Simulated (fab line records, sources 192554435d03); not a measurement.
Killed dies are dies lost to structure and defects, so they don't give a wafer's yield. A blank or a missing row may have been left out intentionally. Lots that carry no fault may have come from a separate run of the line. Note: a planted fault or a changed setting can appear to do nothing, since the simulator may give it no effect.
Split-lot experiment	flow n5-finfet	21 wafers read from 7 lots, route of 1938 steps

## SPLIT DETAILS
At N5_BEOL_M11_TRENCH_ETCH_37 (etches SiCOH lowk in C4F6/O2, target depth 148.83 nm, time 48 s), the setting time-s was moved away from the recipe's 48 s on 7 of the 21 wafers read, by -21.8% to +18.8%. All remaining wafers had this setting at the recipe value.

## FROM THE SPLIT TO THE READING: what the file shows between them, 8 steps
- N5_BEOL_M11_ETCH_41: etches SiCN in CH3F/O2, target depth 42.6 nm, time 86 s
- N5_BEOL_M11_STRIP_77: strips in N2/H2, time 10 s
- N5_BEOL_M11_OCD_MEAS_38
- N5_BEOL_M11_HM_STRIP_39: strips TiN in peroxide tin strip, target depth 25 nm, time 158 s
- N5_BEOL_M11_SRD_40: time 30 s
- N5_BEOL_M11_ECD_50: material Cu, target thk 318 nm
- N5_BEOL_M11_ANNEAL_51: time 90 s
- N5_BEOL_M11_CMP_52: polishes, stops on SiCOH lowk, t overpolish 7 s, target thk 140 nm

## THE READING
M11_THK, in nm, at N5_BEOL_M11_THK_MEAS_53 (measures by xrf). Typical for fault-free wafers on this fab line: 140.7 nm, with standard deviation 2.9 nm.

wafer	tool, chamber at the split	time-s as run, s	against the recipe	M11_THK, nm	against lot-mates on the recipe
L079.1	rie-diel-02, 1	48	recipe	142.0	-
L079.2	rie-diel-02, 3	44.5	-7.3%	128.2	-12.2
L079.6	rie-diel-02, 3	48	recipe	138.7	-
L078.1	rie-diel-05, 2	48	recipe	135.4	-
L078.4	rie-diel-05, 1	53.27	+11.0%	150.5	+14.6
L078.5	rie-diel-05, 1	48	recipe	136.3	-
L080.1	rie-diel-02, 1	48	recipe	143.0	-
L080.2	rie-diel-02, 2	48	recipe	138.1	-
L080.3	rie-diel-02, 0	48	recipe	143.4	-
L082.2	rie-diel-02, 1	48	recipe	142.6	-
L082.4	rie-diel-02, 0	57.03	+18.8%	168.7	+27.3
L082.6	rie-diel-02, 0	48	recipe	140.1	-
L083.1	rie-diel-02, 2	48	recipe	141.2	-
L083.5	rie-diel-02, 1	44.05	-8.2%	130.1	-11.1
L083.6	rie-diel-02, 2	44.05	-8.2%	128.3	-12.9
L085.4	rie-diel-04, 1	48	recipe	142.0	-
L085.5	rie-diel-04, 0	48	recipe	142.1	-
L085.6	rie-diel-04, 3	48	recipe	148.1	-
L097.2	rie-diel-05, 2	48	recipe	137.6	-
L097.3	rie-diel-05, 3	37.55	-21.8%	106.3	-31.3
L097.5	rie-diel-05, 3	37.55	-21.8%	109.0	-28.6

THE FIT
A straight line over all 21 wafers: M11_THK changes by +1.45 nm for each +1% of time-s; r = +0.97; the points scatter about the line by 3.2 nm.
The same after taking each lot's own level away (the mean of its wafers on the recipe; 21 wafers): +1.4 nm for each +1%; r = +0.99; scatter 1.8 nm.
The reading moves by 31 nm for the largest change in time-s, on that fit.
Across the lots, their own levels run from 135.85 to 144.07 nm, a range of 2.8 times the standard deviation given above.
Hence the lot-to-lot level has little effect on the slope; both slopes agree.
Check: for one of the wafers moved furthest among these (-21.8%), held out of the fit, the line's prediction against its lot-mates is -30.4 nm. Against them it came out at -31.3 nm.

## OTHER SPLITS ON THESE WAFERS
These wafers also went through other splits before the reading. Each is held against what the fit with the lots' levels taken away leaves over:
other split on the same wafers	wafers away from the commonest value	r with M11_THK (lot level and that fit taken away)
N5_BEOL_M6_COAT_63 spin-rpm	9	+0.18
N5_BEOL_M6_COAT_22 spin-rpm	5	+0.13
N5_BEOL_M6_VIA_ETCH_34 time-s	5	-0.14
N5_BEOL_M6_TRENCH_ETCH_37 source-w	12	-0.16
N5_BEOL_M8_ETCH_65 source-w	7	+0.22
N5_BEOL_M9_TRENCH_ETCH_37 source-w	13	+0.12
N5_BEOL_M10_ETCH_41 source-w	8	-0.15
N5_BEOL_M11_ETCH_66 time-s	7	+0.35

## THE WHOLE CHAIN: every reading that the file lists as answering this split, in the file's order
step	what it does	reading	change (the file's fit)	r (the file's)
N5_BEOL_M11_TRENCH_ETCH_37	etches SiCOH lowk in C4F6/O2, target depth 148.83 nm, time 48 s	etch.depth-nm (the simulator's own value, which no gauge read)	+1.36 nm for each +1% of the setting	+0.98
N5_BEOL_M11_TRENCH_ETCH_37	etches SiCOH lowk in C4F6/O2, target depth 148.83 nm, time 48 s	BEOL_M11.feature-depth-nm (the simulator's own value, which no gauge read)	+1.35 nm for each +1% of the setting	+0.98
N5_BEOL_M11_TRENCH_ETCH_37	etches SiCOH lowk in C4F6/O2, target depth 148.83 nm, time 48 s	TiN_of_BEOL_M11_HM_DEP_02.thk-nm (the simulator's own value, which no gauge read)	-0.0367 nm for each +1% of the setting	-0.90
N5_BEOL_M11_OCD_MEAS_38		trench-depth-nm	+1.35 nm for each +1% of the setting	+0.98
N5_BEOL_M11_CMP_52	polishes, stops on SiCOH lowk, t overpolish 7 s, target thk 140 nm	Cu_of_BEOL_M11_ECD_50.thk-nm (the simulator's own value, which no gauge read)	+1.39 nm for each +1% of the setting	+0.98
N5_BEOL_M11_THK_MEAS_53	measures by xrf	M11_THK	+1.42 for each +1% of the setting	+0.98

## THE FILE'S OWN FIT
M11_THK changes by +1.42 nm for each +1% of time-s, r = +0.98.
